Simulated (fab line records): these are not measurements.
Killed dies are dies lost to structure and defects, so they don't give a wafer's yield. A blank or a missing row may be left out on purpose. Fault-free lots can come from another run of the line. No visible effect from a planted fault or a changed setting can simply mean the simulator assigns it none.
A struck lot beside a sound one / flow nand harc / 17 steps out of a route of 1159
Sound: these wafers, L277.3, L277.5, L277.6. Struck: wafers L291.1, L291.2, L291.6. Last of all comes the cause.
For every step that has rows: the tool of each side, followed by ch and its chambers, followed by its first start. Under that, the readings that differ: sound wafers / struck wafers / difference of the means / sigmas: that difference in standard deviations of wafers without a fault.
alike: words and numbers the same on both sides, and readings whose means are apart by under 2 such deviations; not compared: readings that were withheld, readings missing a value for some wafer, numbers with overlapping values and no deviation given by the record, and bounds like >300 which may hide the same value.
The two part at a step that has a row with sigmas, a row that says differs or no value, or rows on one side only. Non-overlapping numbers with no deviation appear without sigmas and do not part them. Lack of a reading on every wafer of one side parts them only where that side has two or more wafers.

NHARC_P_M2_INSPECT_11:
  sound on defect inspect-02 at day 8 08:59; struck on defect inspect-02 at day 11 14:47
  alike: raw defect count
then, 1 step without rows for these wafers: NHARC_P_M2_DESCUM_14 (chemistry O2, time 3 s).
NHARC_P_M2_ETCH_35: etches the open film in N2/H2, target depth 40 nm, overetch 12 nm, time 43.94 s.
  sound on rie diel-03 ch 1,2,3, day 8 09:10; struck on rie diel-02 ch 0,1,3, day 11 14:56
  alike: drypump motor current A, oes product au, rf fwd power W, rf vpp V, showerhead plenum p Torr, throttle valve pct
  not compared: rf hours counter h
then, 1 step without rows for these wafers: NHARC_P_M2_ETCH_15 (etches the open film in C4F8/Ar, target depth 182.5 nm, time 91.2 s).
NHARC_P_M2_CD_MEAS_16:
  sound on cd sem-01 at day 8 09:22; struck on cd sem-02 at day 11 15:10
  alike: cd nm
NHARC_P_M2_STRIP_18: strips in N2/H2.
  sound on rie diel-02 ch 1,2, day 8 09:30; struck on rie diel-05 ch 0,1,3, day 11 15:14
  alike: drypump motor current A, oes product au, rf fwd power W, rf vpp V, showerhead plenum p Torr, throttle valve pct
  not compared: rf hours counter h
then, 3 steps without rows for these wafers: NHARC_P_M2_ETCH_28 (etches the open film in CF4/N2, target depth 30 nm, time 72.99 s); NHARC_P_M2_STRIP_19 (strips in post etch residue remover, time 600 s); NHARC_P_M2_DEGAS_29 (time 60 s).
NHARC_P_M2_PRE_CLEAN_30: time 30 s.
  sound on pvd sputter-02; struck on pvd sputter-03
reading=susceptor temp C (C); sound=280.44 279.82 280.11; struck=- - -; difference=no value on the struck wafers; sigmas=
  alike: heater power w
NHARC_P_M2_PVD_20: deposits TaN, target thk 5 nm, time 8.06 s.
  sound on pvd sputter-02; struck on pvd sputter-03
  alike: cathode dc power W, throttle valve pct
NHARC_P_M2_PVD_21: deposits Cu, target thk 30 nm, time 20.49 s.
  sound on pvd sputter-02; struck on pvd sputter-03
  alike: cathode dc power W, throttle valve pct
NHARC_P_M2_ECD_22: material Cu, target thk 400 nm.
  sound on ecd cu-01 ch 0,1, day 8 10:42; struck on ecd cu-02 ch 0,1, day 11 17:01
  alike: bath temp c
then, 1 step without rows for these wafers: NHARC_P_M2_ANNEAL_31 (time 90 s).
NHARC_P_M2_CMP_23: polishes, t overpolish 20 s, target thk 144.3 nm.
  sound on cmp-01 ch 0,2,3, day 8 11:22; struck on cmp-02 ch 1,2,3, day 11 18:07
reading=time to endpoint s (s); sound=28.0 30.2 27.0; struck=58.7 54.9 54.9; difference=+27.8; sigmas=+12
  alike: edge zone pressure frac, motor current A
NHARC_P_M2_THK_MEAS_24: measures by xrf.
  sound on film metro-01 at day 8 11:38; struck on film metro-02 at day 11 18:26
  alike: thk nm
-- record jumps: 13 days between struck wafers' starts before vs after; left off in module P_M2, resumes in module END, first step shown is number 1159 of the route --
NHARC_END_SORT_01:
  here the record holds rows for the struck wafers (prober-01 ch 0, day 24 23:44) but none for the sound ones

## WHERE THEY PART
First at NHARC_P_M2_PRE_CLEAN_30; last, within this record, at NHARC_END_SORT_01.

WHY: what had been put in by the simulator
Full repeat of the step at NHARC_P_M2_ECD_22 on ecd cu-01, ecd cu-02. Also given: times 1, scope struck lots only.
